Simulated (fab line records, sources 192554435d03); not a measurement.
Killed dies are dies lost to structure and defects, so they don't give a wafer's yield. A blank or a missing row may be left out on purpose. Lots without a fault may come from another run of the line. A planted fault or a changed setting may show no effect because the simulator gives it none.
Chamber matching | flow n5_finfet | N5_SD_EPI_P_ETCH_16 on rie_diel-05: 4 sister chambers
The step etches SiO2 in CHF3/O2, target depth 5 nm. 8 wafers are shown with their chamber, then 7 later ones without.

WAFERS WITH THEIR CHAMBER
wafer  | chamber | drypump_motor_current_A (A) | throttle_valve_pct (%)
L087.4 | 2       | 5.65                        | 19.24
L087.5 | 3       | 5.76                        | 18.50
L088.1 | 0       | 5.81                        | 18.98
L088.2 | 2       | 5.66                        | 19.23
L089.3 | 3       | 5.75                        | 18.49
L089.5 | 1       | 5.18                        | 19.10
L094.1 | 1       | 5.16                        | 19.13
L094.2 | 0       | 5.78                        | 18.99

WAFERS WITHOUT THEIR CHAMBER
wafer  | drypump_motor_current_A (A) | throttle_valve_pct (%)
L094.3 | 5.65                        | 19.25
L094.4 | 5.76                        | 18.51
L094.5 | 5.66                        | 19.26
L094.6 | 5.17                        | 19.13
L097.1 | 5.78                        | 19.03
L097.3 | 5.75                        | 18.53
L097.5 | 5.77                        | 19.01

WHICH CHAMBER EACH WENT THROUGH
wafer  | from the rows above | in truth
L094.3 | 2                   | 2
L094.4 | 3                   | 3
L094.5 | 2                   | 2
L094.6 | 1                   | 1
L097.1 | 0                   | 0
L097.3 | 3                   | 3
L097.5 | 0                   | 0
Placed correctly: 7 of 7. Can't be placed from these rows: 0. Placed wrongly: 0.
How it was worked out, from the rows above alone: a wafer's distance from a chamber is the root of the sum, over the readings, of the square of ((its reading less the chamber's mean) divided by the reading's scatter). The wafer belongs to the nearest chamber; if the next one is less than 2 further off, it can't be placed. A chamber's mean is the mean of its shown wafers. The scatter: the root of (the sum of the squares of (reading less its chamber's mean) over the shown wafers, divided by (wafers less chambers)).
